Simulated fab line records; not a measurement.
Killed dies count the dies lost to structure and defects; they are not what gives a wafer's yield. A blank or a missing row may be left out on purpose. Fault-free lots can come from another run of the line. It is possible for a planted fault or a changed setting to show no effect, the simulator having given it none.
Comparing a struck lot with a sound one || flow n5-finfet || 15 out of 1938 route steps
Sound: wafers L575.1, L575.3, L575.5. Struck: wafer L591.4 (L591.3, L591.5, from the same lot, were not struck and are left out); the cause is given at the end.
Each step with rows lists, per side, the tool, then ch with its chambers, then its first start. Under that, the readings that differ: sound wafers || struck wafers || difference of the means || sigmas: that difference in standard deviations of wafers without a fault.
alike: same words and numbers on both sides, and readings whose means sit less than 2 such deviations apart. not compared: any withheld reading, any reading some wafer has no value for, any bound like >300 that may hide the same value, and any number with overlapping values for which the record gives no deviation.
Wherever a step has rows on one side only, a row that says differs or no value, or a row with sigmas, the two part there. Numbers that don't overlap but have no deviation are shown without sigmas and don't part them. A reading missing from all wafers of one side parts the sides only when that side holds two or more wafers.

N5_BEOL_M7_CD_MEAS_28 targets a cd of 40 nm.
  sound on cd-sem-02 ch 0, day 9 02:42; struck on cd-sem-02 ch 0, day 13 05:31
{"reading": "cd-nm (nm)", "sound": "39.49 39.52 39.87", "struck": 40.26, "difference": "+0.63", "sigmas": "+2"}
N5_BEOL_M7_OVL_MEAS_29:
  sound on overlay-02 ch 0, day 9 02:44; struck on overlay-01 ch 0, day 13 05:34
  alike: V6_OVL
N5_BEOL_M7_INSPECT_30: inspects for defects (brightfield).
  sound: defect-inspect-01 at day 9 02:47; struck: defect-inspect-01 at day 13 05:37
  alike: raw-defect-count
then, 2 steps without rows for these wafers: N5_BEOL_M7_DESCUM_33 (chemistry O2, time 7 s); N5_BEOL_M7_ETCH_72 (etches underlayer in N2/H2, target depth 6.5 nm, time 5.2 s).
N5_BEOL_M7_ETCH_65: etches SiARC in CF4, target depth 15.6 nm, time 26 s.
  sound on rie-diel-03 ch 0,3, day 9 02:52; struck on rie-diel-03 ch 0, day 13 05:42
{"reading": "rf-vpp-V (V)", "sound": "185.2 182.1 183.3", "struck": 186.0, "difference": "+2.5", "sigmas": "+2"}
  alike: bias-w, drypump-motor-current-A, etch-rf-on-time-s, oes-product-au, showerhead-plenum-p-Torr, throttle-valve-pct
  not compared: rf-hours-counter-h
N5_BEOL_M7_ETCH_66: etches SOC in N2/H2, target depth 80 nm, overetch 16 nm, time 120 s.
  sound on rie-diel-03 ch 0,3, day 9 02:54; struck on rie-diel-03 ch 0, day 13 05:44
  alike: bias-w, drypump-motor-current-A, oes-product-au, rf-vpp-V, showerhead-plenum-p-Torr, throttle-valve-pct
  not compared: rf-hours-counter-h
then, 2 steps without rows for these wafers: N5_BEOL_M7_STRIP_69 (strips in N2/H2); N5_BEOL_M7_STRIP_73 (strips in N2/H2).
N5_BEOL_M7_VIA_ETCH_34: etches SiCOH lowk in C4F6/O2, target depth 125.5 nm, time 50.5 s.
  sound on rie-diel-03 ch 0,3, day 9 03:00; struck on rie-diel-03 ch 0, day 13 05:50
{"reading": "bias-w (W)", "sound": "185.6 185.0 184.9", "struck": 186.5, "difference": "+1.3", "sigmas": "+2"}
{"reading": "rf-vpp-V (V)", "sound": "700 623 622", "struck": 700, "difference": "+52", "sigmas": "+2"}
  alike: drypump-motor-current-A, oes-product-au, showerhead-plenum-p-Torr, throttle-valve-pct
  not compared: rf-hours-counter-h
then, 1 step without rows for these wafers: N5_BEOL_M7_STRIP_76 (strips in C4F6/O2).
N5_BEOL_M7_STRIP_36: strips in N2/H2.
  sound on rie-diel-03 ch 0,3, day 9 03:03; struck on rie-diel-03 ch 0, day 13 05:53
{"reading": "rf-vpp-V (V)", "sound": "60.4 55.6 56.5", "struck": 61.4, "difference": "+3.9", "sigmas": "+3"}
  alike: drypump-motor-current-A, oes-product-au, showerhead-plenum-p-Torr, throttle-valve-pct
  not compared: rf-hours-counter-h
N5_BEOL_M7_TRENCH_ETCH_37: etches SiCOH lowk in C4F6/O2, target depth 93.478 nm, time 31.2 s.
  sound on rie-diel-03 ch 0,3, day 9 03:05; struck on rie-diel-03 ch 0, day 13 05:55
{"reading": "bias-w (W)", "sound": "185.3 185.2 184.7", "struck": 202.5, "difference": "+17.4", "sigmas": "+36"}
{"reading": "rf-vpp-V (V)", "sound": "700 623 624", "struck": 749, "difference": "+100", "sigmas": "+4"}
  alike: drypump-motor-current-A, oes-product-au, showerhead-plenum-p-Torr, throttle-valve-pct
  not compared: rf-hours-counter-h
N5_BEOL_M7_ETCH_41: etches SiCN in CH3F/O2, target depth 31.9 nm, time 57.8 s.
  sound: rie-diel-03 ch 0,3; struck: rie-diel-03 ch 0
  alike: bias-w, drypump-motor-current-A, oes-product-au, rf-vpp-V, showerhead-plenum-p-Torr, throttle-valve-pct
  not compared: rf-hours-counter-h
-- a jump in the record: the struck wafers' starts before and after are 3 days apart (it breaks off in module BEOL_M7 and resumes in module PASSIVATION, where the first step shown is number 1936 of the route) --
N5_PASSIVATION_PROBE_49:
  sound: prober-02 at day 12 13:08; struck: prober-02 at day 16 10:14
  alike: defect-limited-yield, killed_at_M0_to_M3, killed_at_M4_up, killed-at-contacts, killed-at-front-end, killed-at-other, killed-dies, killed-open, killed-short, sort_bin_4_leakage, sort_bin_5_function, sort_bin_6_memory, sort_bin_8_speed, sort-n-pass, sort-yield-pct

WHERE THEY PART
First at N5_BEOL_M7_CD_MEAS_28; last, within this record, at N5_BEOL_M7_TRENCH_ETCH_37. Later steps at which nothing parts them and some readings are alike: N5_BEOL_M7_ETCH_41, N5_PASSIVATION_PROBE_49.

WHY: the cause the simulator had injected
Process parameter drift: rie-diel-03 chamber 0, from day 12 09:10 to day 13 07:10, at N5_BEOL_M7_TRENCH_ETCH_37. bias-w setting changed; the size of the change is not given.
